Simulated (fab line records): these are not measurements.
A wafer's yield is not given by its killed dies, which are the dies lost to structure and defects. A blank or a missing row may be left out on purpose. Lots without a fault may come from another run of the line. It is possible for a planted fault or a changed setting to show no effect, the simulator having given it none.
fab line records ; flow nand_harc
record lots=12; wafers=36; last_day=33
route steps=1302 shown A_ONON_D1@437 A_CHANNEL_HOLE_D1@459
lots with no fault: from the same line, run without faults
start_h: the number of hours between the record's first day and the start of the first shown wafer of the lot ; wait_h: time in hours since the lot's previous step ; " same as the row above ; L1.1+2: several wafers, shown together as one row ; - either no value or no given start ; * or withheld: withheld ; < > ~ a bound
route shown NAME@n: NAME is a module with steps in the file, n the number in the route of the first one ; usual: mean and standard deviation over wafers with no fault ; same: alike in all rows ; chamber/n: place in a boat ; sites: readings site by site ; _std_site: the values' standard deviation ; _edge_site: the outer-site mean with the inner-site mean subtracted ; radius_mm: how far each site lies from the wafer's centre ; mask NAME#n: copy n ; behind: the tool/chamber that last shaped the wafer ; hold: the reason the lot was held/the length of the hold in hours/how it ended ; device: whichever transistor did not switch (one of n, p or np) ; end of line: tests of these same wafers at the route's end ; where a step has no rows: the recipe by itself ; killed: the dies lost at the first sort to structure and to defects; this is not the yield of the wafer ; map: a wafer's dies, x killed, . not, _ none there
set.NAME: the setting that was run; set.NAME@STEP: the one run at that earlier step ; model.NAME: the simulator's own value behind a step, which no gauge read
steps of the route over a sample of lots; a table a step, a row a wafer
services: when a tool's chamber went out of use (start_h, in hours from the record's first day, below 0 if earlier), for how many hours, and the reason
## steps
# step NHARC_A_ONON_D1_THK_MEAS_18
# recipe thk_meas_gauge=ellipsometry
# usual thk_nm=997/9.4
lot.wafer;tool;chamber;start_h;wait_h;thk_nm
L938.2;film_metro-01;-;193.60;-;998
L938.3;film_metro-01;-;193.60;-;998
L938.4;film_metro-01;-;193.60;-;1000
L940.1;film_metro-01;-;207.52;-;975
L940.3;film_metro-01;-;207.52;-;973
L940.5;film_metro-01;-;207.52;-;976
L941.3;film_metro-02;-;219.58;-;1009
L941.5;film_metro-02;-;219.58;-;1008
L941.6;film_metro-02;-;219.58;-;1008
L942.4;film_metro-02;-;237.04;-;980
L942.5;film_metro-02;-;237.04;-;980
L942.6;film_metro-02;-;237.04;-;980
L949.2;film_metro-01;-;297.94;-;988
L949.4;film_metro-01;-;297.94;-;990
L949.5;film_metro-01;-;297.94;-;987
L951.3;film_metro-02;-;324.91;-;1005
L951.4;film_metro-02;-;324.91;-;1005
L951.5;film_metro-02;-;324.91;-;1007
L950.2;film_metro-01;-;325.10;-;997
L950.3;film_metro-01;-;325.10;-;997
L950.5;film_metro-01;-;325.10;-;996
L952.1;film_metro-02;-;334.14;-;987
L952.3;film_metro-02;-;334.14;-;989
L952.6;film_metro-02;-;334.14;-;989
L954.1;film_metro-01;-;350.90;-;987
L954.2;film_metro-01;-;350.90;-;987
L954.5;film_metro-01;-;350.90;-;989
L955.3;film_metro-02;-;369.85;-;1006
L955.5;film_metro-02;-;369.85;-;1003
L955.6;film_metro-02;-;369.85;-;1003
L957.2;film_metro-01;-;387.93;-;1000
L957.5;film_metro-01;-;387.93;-;1003
L957.6;film_metro-01;-;387.93;-;1002
L958.1;film_metro-01;-;387.95;-;996
L958.5;film_metro-01;-;387.95;-;994
L958.6;film_metro-01;-;387.95;-;994
# step NHARC_A_CHANNEL_HOLE_D1_EXPOSE_07
# recipe na=1.35; target_cd_nm=100; sigma_outer=0.3; dose_mj=59.65; mask_id=HOLE_D1
lot.wafer;tool;chamber;start_h;wait_h;mask
L938.2+3+4;arfi_scanner-01;0;201.47;-;HOLE_D1#0
L940.1+3+5;arfi_scanner-02;0;212.81;-;HOLE_D1#0
L941.3+5+6;arfi_scanner-03;0;225.05;-;HOLE_D1#0
L942.4+5+6;arfi_scanner-02;0;242.43;-;HOLE_D1#0
L949.2+4+5;arfi_scanner-02;0;303.35;-;HOLE_D1#0
L951.3+4+5;arfi_scanner-03;0;331.53;-;HOLE_D1#0
L950.2+3+5;arfi_scanner-01;0;331.76;-;HOLE_D1#0
L952.1+3+6;arfi_scanner-02;0;339.96;-;HOLE_D1#0
L954.1+2+5;arfi_scanner-02;0;359.60;-;HOLE_D1#0
L955.3+5+6;arfi_scanner-01;0;376.43;-;HOLE_D1#0
L957.2+5+6;arfi_scanner-01;0;393.20;-;HOLE_D1#0
L958.1+5+6;arfi_scanner-03;0;393.92;-;HOLE_D1#0
# step NHARC_A_CHANNEL_HOLE_D1_CD_MEAS_10
# recipe target_cd_nm=100; landing_energy_ev=500
# usual cd_nm=100.0/0.52
lot.wafer;tool;chamber;start_h;wait_h;cd_nm
L938.2;cd_sem-03;0;201.61;-;100.5
L938.3;cd_sem-03;0;201.61;-;100.1
L938.4;cd_sem-03;0;201.61;-;100.8
L940.1;cd_sem-03;0;212.95;-;101.7
L940.3;cd_sem-03;0;212.95;-;99.8
L940.5;cd_sem-03;0;212.95;-;99.6
L941.3;cd_sem-03;0;225.18;-;100.3
L941.5;cd_sem-03;0;225.18;-;100.1
L941.6;cd_sem-03;0;225.18;-;99.4
L942.4;cd_sem-01;0;242.57;-;101.2
L942.5;cd_sem-01;0;242.57;-;100.0
L942.6;cd_sem-01;0;242.57;-;103.1
L949.2;cd_sem-03;0;303.48;-;99.4
L949.4;cd_sem-03;0;303.48;-;99.6
L949.5;cd_sem-03;0;303.48;-;99.4
L951.3;cd_sem-02;0;331.67;-;100.3
L951.4;cd_sem-02;0;331.67;-;99.7
L951.5;cd_sem-02;0;331.67;-;100.7
L950.2;cd_sem-03;0;331.90;-;99.9
L950.3;cd_sem-03;0;331.90;-;100.3
L950.5;cd_sem-03;0;331.90;-;99.7
L952.1;cd_sem-01;0;340.10;-;100.1
L952.3;cd_sem-01;0;340.10;-;100.9
L952.6;cd_sem-01;0;340.10;-;99.9
L954.1;cd_sem-03;0;359.74;-;100.1
L954.2;cd_sem-03;0;359.74;-;100.0
L954.5;cd_sem-03;0;359.74;-;100.2
L955.3;cd_sem-01;0;376.56;-;99.2
L955.5;cd_sem-01;0;376.56;-;99.6
L955.6;cd_sem-01;0;376.56;-;99.3
L957.2;cd_sem-01;0;393.34;-;99.8
L957.5;cd_sem-01;0;393.34;-;100.2
L957.6;cd_sem-01;0;393.34;-;99.9
L958.1;cd_sem-01;0;394.06;-;100.1
L958.5;cd_sem-01;0;394.06;-;99.9
L958.6;cd_sem-01;0;394.06;-;99.9
# step NHARC_A_CHANNEL_HOLE_D1_ETCH_19
# recipe bias_v=1200; source_w=2500; pressure_mtorr=15; time_s=34.5; ar_flow_sccm=375; c4f8_flow_sccm=28.8; o2_flow_sccm=96.2; temp_c=-20; target_depth_a=*; chemistry=C4F8/O2/Ar
# usual drypump_motor_current_A=5.3/0.48; he_backside_leak_sccm=6.1/0.61; mfc_ar_sccm=374.8/1.2; showerhead_plenum_p_Torr=3.74/0.069; throttle_valve_pct=37.037/0.0088
lot.wafer;tool;chamber;start_h;wait_h;drypump_motor_current_A;he_backside_leak_sccm;mfc_ar_sccm;rf_hours_counter_h;showerhead_plenum_p_Torr;throttle_valve_pct
L938.2;har_etch-02;0;202.98;0.1;4.8;6.3;373.5;302;3.70;37.051
L938.3;har_etch-02;1;202.98;0.1;5.1;6.0;375.1;-;3.81;37.039
L938.4;har_etch-02;0;202.98;0.1;4.8;6.1;374.4;-;3.70;37.038
L940.1;har_etch-02;0;214.33;0.1;4.8;6.2;375.8;310;3.69;37.053
L940.3;har_etch-02;0;214.33;0.1;4.8;6.0;375.9;-;3.69;37.037
L940.5;har_etch-02;1;214.33;0.1;5.2;6.2;375.6;-;3.80;37.023
L941.3;har_etch-01;0;226.59;0.1;5.8;5.5;374.3;-;3.76;37.020
L941.5;har_etch-01;0;226.59;0.1;5.7;5.5;375.2;-;3.76;37.026
L941.6;har_etch-01;1;226.59;0.1;6.0;5.7;374.1;-;3.73;37.021
L942.4;har_etch-01;0;243.98;0.1;5.7;5.6;376.6;-;3.76;37.026
L942.5;har_etch-01;1;243.98;0.1;6.1;5.9;373.7;-;3.73;37.040
L942.6;har_etch-01;0;243.98;0.1;5.7;5.6;376.7;-;3.76;37.040
L949.2;har_etch-02;1;304.87;0.1;5.1;6.9;375.4;363;3.77;37.041
L949.4;har_etch-02;0;304.87;0.1;4.8;6.2;371.5;-;3.66;37.040
L949.5;har_etch-02;0;304.87;0.1;4.8;5.8;373.1;-;3.66;37.037
L951.3;har_etch-02;1;333.98;0.1;5.2;6.7;374.5;-;3.77;37.051
L951.4;har_etch-02;0;333.98;0.1;4.8;6.2;375.8;-;3.66;37.020
L951.5;har_etch-02;1;333.98;0.1;5.2;6.6;375.7;-;3.77;37.033
L950.2;har_etch-01;0;334.54;0.1;5.7;5.7;374.3;172;3.73;37.039
L950.3;har_etch-01;0;334.54;0.1;5.7;5.9;375.8;-;3.73;37.033
L950.5;har_etch-01;1;334.54;0.1;6.1;10.5;376.5;-;3.70;37.033
L952.1;har_etch-01;0;341.49;0.1;5.7;5.8;374.0;176;3.73;37.045
L952.3;har_etch-01;0;341.49;0.1;5.7;5.8;373.3;-;3.73;37.027
L952.6;har_etch-01;1;341.49;0.1;6.1;5.3;374.3;-;3.70;37.035
L954.2;har_etch-02;1;367.84;6.8;5.1;6.6;377.4;386;3.76;37.021
L954.1;har_etch-02;0;367.84;6.8;4.8;6.5;373.6;402;3.64;37.039
L954.5;har_etch-02;0;367.84;6.8;4.8;6.7;372.7;-;3.64;37.046
L955.3;har_etch-02;0;378.06;0.1;4.8;6.4;374.7;-;3.64;37.043
L955.6;har_etch-02;0;378.06;0.1;4.8;6.8;376.0;-;3.64;37.037
L955.5;har_etch-02;1;378.06;0.1;5.1;6.5;374.9;-;3.76;37.041
L957.2;har_etch-01;1;397.08;2.5;6.1;6.1;374.4;214;3.67;37.031
L957.5;har_etch-01;0;397.08;2.5;5.7;6.1;376.6;-;3.70;37.049
L957.6;har_etch-01;1;397.08;2.5;6.1;5.8;373.6;-;3.68;37.038
L958.1;har_etch-02;1;399.23;3.8;5.1;5.4;372.8;0;3.75;37.045
L958.5;har_etch-02;0;399.23;3.8;4.8;5.3;375.3;-;3.99;37.031
L958.6;har_etch-02;1;399.23;3.8;5.2;5.4;374.5;-;3.75;37.054
# step NHARC_A_CHANNEL_HOLE_D1_ETCH_24
# recipe bias_v=5000; source_w=withheld; pressure_mtorr=20; time_s=906.2; ar_flow_sccm=375; c4f8_flow_sccm=93.8; o2_flow_sccm=31.2; temp_c=-20; target_depth_a=15000; chemistry=C4F8/O2/Ar
# usual drypump_motor_current_A=5.3/0.48; he_backside_leak_sccm=6.2/0.72; mfc_ar_sccm=375.0/1.2; showerhead_plenum_p_Torr=3.69/0.066; throttle_valve_pct=32.235/0.0096
lot.wafer;tool;chamber;start_h;wait_h;drypump_motor_current_A;he_backside_leak_sccm;mfc_ar_sccm;rf_hours_counter_h;showerhead_plenum_p_Torr;throttle_valve_pct
L938.2;har_etch-02;0;205.21;0.6;4.8;6.1;374.0;304;3.65;32.246
L938.3;har_etch-02;1;205.21;0.6;5.2;11.1;373.5;-;3.76;32.242
L938.4;har_etch-02;0;205.21;0.6;4.8;5.9;374.9;-;3.65;32.228
L940.1;har_etch-02;0;216.57;0.6;4.8;6.0;374.8;312;3.65;32.237
L940.3;har_etch-02;0;216.57;0.6;4.8;6.2;374.8;-;3.65;32.243
L940.5;har_etch-02;1;216.57;0.6;5.2;6.7;375.9;-;3.75;32.237
L941.3;har_etch-01;0;228.92;0.6;5.7;5.5;375.2;-;3.71;32.236
L941.5;har_etch-01;0;228.92;0.6;5.8;5.4;375.4;-;3.71;32.229
L941.6;har_etch-01;1;228.92;0.6;6.1;6.1;374.3;-;3.69;32.239
L942.4;har_etch-01;0;246.45;0.6;5.8;5.4;374.9;-;3.71;32.249
L942.5;har_etch-01;1;246.45;0.6;6.1;5.8;373.4;-;3.68;32.253
L942.6;har_etch-01;0;246.45;0.6;5.8;5.6;375.6;-;3.71;32.229
L949.2;har_etch-02;1;307.10;0.6;5.2;6.8;374.2;365;3.72;32.231
L949.4;har_etch-02;0;307.10;0.6;4.8;6.7;374.8;-;3.62;32.245
L949.5;har_etch-02;0;307.10;0.6;4.8;6.4;374.9;-;3.62;32.231
L951.3;har_etch-02;1;336.33;0.6;5.2;6.5;375.4;-;3.72;32.226
L951.4;har_etch-02;0;336.33;0.6;4.8;6.5;374.0;-;3.61;32.215
L951.5;har_etch-02;1;336.33;0.6;5.2;6.7;376.6;-;3.72;32.238
L950.2;har_etch-01;0;336.78;0.6;5.7;5.8;376.1;174;3.68;32.232
L950.3;har_etch-01;0;336.78;0.6;5.7;5.5;375.4;-;3.68;32.229
L950.5;har_etch-01;1;336.78;0.6;6.1;6.0;375.4;-;3.65;32.229
L952.1;har_etch-01;0;343.73;0.6;5.7;6.0;376.5;178;3.68;32.226
L952.3;har_etch-01;0;343.73;0.6;5.7;5.8;373.1;-;3.68;32.244
L952.6;har_etch-01;1;343.73;0.6;6.1;6.1;374.7;-;3.65;32.242
L954.2;har_etch-02;1;369.98;0.6;5.2;6.6;374.4;389;3.71;32.242
L954.1;har_etch-02;0;369.98;0.6;4.8;6.9;375.0;404;3.60;32.231
L954.5;har_etch-02;0;369.98;0.6;4.8;6.7;373.3;-;3.60;32.245
L955.3;har_etch-02;0;380.42;0.6;4.8;6.9;374.9;-;3.59;32.246
L955.6;har_etch-02;0;380.42;0.6;4.8;6.6;374.6;-;3.59;32.244
L955.5;har_etch-02;1;380.42;0.6;5.2;6.3;375.8;-;3.71;32.249
L957.2;har_etch-01;1;399.33;0.6;6.0;6.3;374.4;216;3.63;32.233
L957.5;har_etch-01;0;399.33;0.6;5.7;5.9;375.1;-;3.66;32.225
L957.6;har_etch-01;1;399.33;0.6;6.1;6.0;375.3;-;3.63;32.237
L958.1;har_etch-02;1;401.46;0.6;5.2;5.2;377.4;2;3.70;32.236
L958.5;har_etch-02;0;401.46;0.6;4.8;5.2;373.4;-;3.93;32.232
L958.6;har_etch-02;1;401.46;0.6;5.2;5.3;377.0;-;3.70;32.239
## services
tool;chamber;start_h;hours;kind
arfi_scanner-01;-;182.53;16.3;repair
arfi_scanner-03;-;197.76;4.0;pm
arfi_scanner-03;-;232.41;0.8;repair
arfi_scanner-02;-;240.17;0.5;repair
arfi_scanner-01;-;252.00;4.0;pm
arfi_scanner-01;-;287.04;0.8;repair
arfi_scanner-02;-;312.00;4.0;pm
arfi_scanner-03;-;326.23;0.5;repair
arfi_scanner-01;-;349.53;0.2;repair
har_etch-02;1;349.67;-;consumable_replace:focus_ring
har_etch-02;1;349.67;17.0;scheduled_down
har_etch-02;1;349.67;17.0;vent_cycle
arfi_scanner-03;-;369.76;4.0;pm
har_etch-02;-;382.21;17.0;pm
har_etch-02;0;382.21;17.0;vent_cycle
har_etch-02;1;382.21;17.0;vent_cycle
har_etch-02;0;399.21;-;clean
har_etch-02;0;399.21;-;consumable_replace:focus_ring
har_etch-02;0;399.21;-;consumable_replace:showerhead
har_etch-02;1;399.21;-;clean
## key
first_sign step=NHARC_A_CHANNEL_HOLE_D1_CD_MEAS_10; reading=cd_nm; direction=up; sigmas=4.6; usual=100.0; struck=102.4
effect none on later readings
met_at NHARC_A_CHANNEL_HOLE_D1_EXPOSE_07
struck_lots L940,L942
struck_wafers L940.1,L942.6
tester_left_out L940,L942
not_acting_at NHARC_A_ONON_D1_THK_MEAS_18,NHARC_A_CHANNEL_HOLE_D1_ETCH_19,NHARC_A_CHANNEL_HOLE_D1_ETCH_24
fault kind=process_parameter_drift; tool=arfi_scanner-02; chamber=-; onset_h=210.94; steps=NHARC_A_CHANNEL_HOLE_D1_EXPOSE_07; channel=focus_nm; offset=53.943; shape=step; end_h=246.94; scope=struck_wafers_only
# tester_left_out: of these lots the tester's yield and bins aren't shown, on N5 and GAA mostly nor the transistor test; their killed dies are dies lost to structure and defects alone, not to doping, threshold or leakage, so they don't give the yield
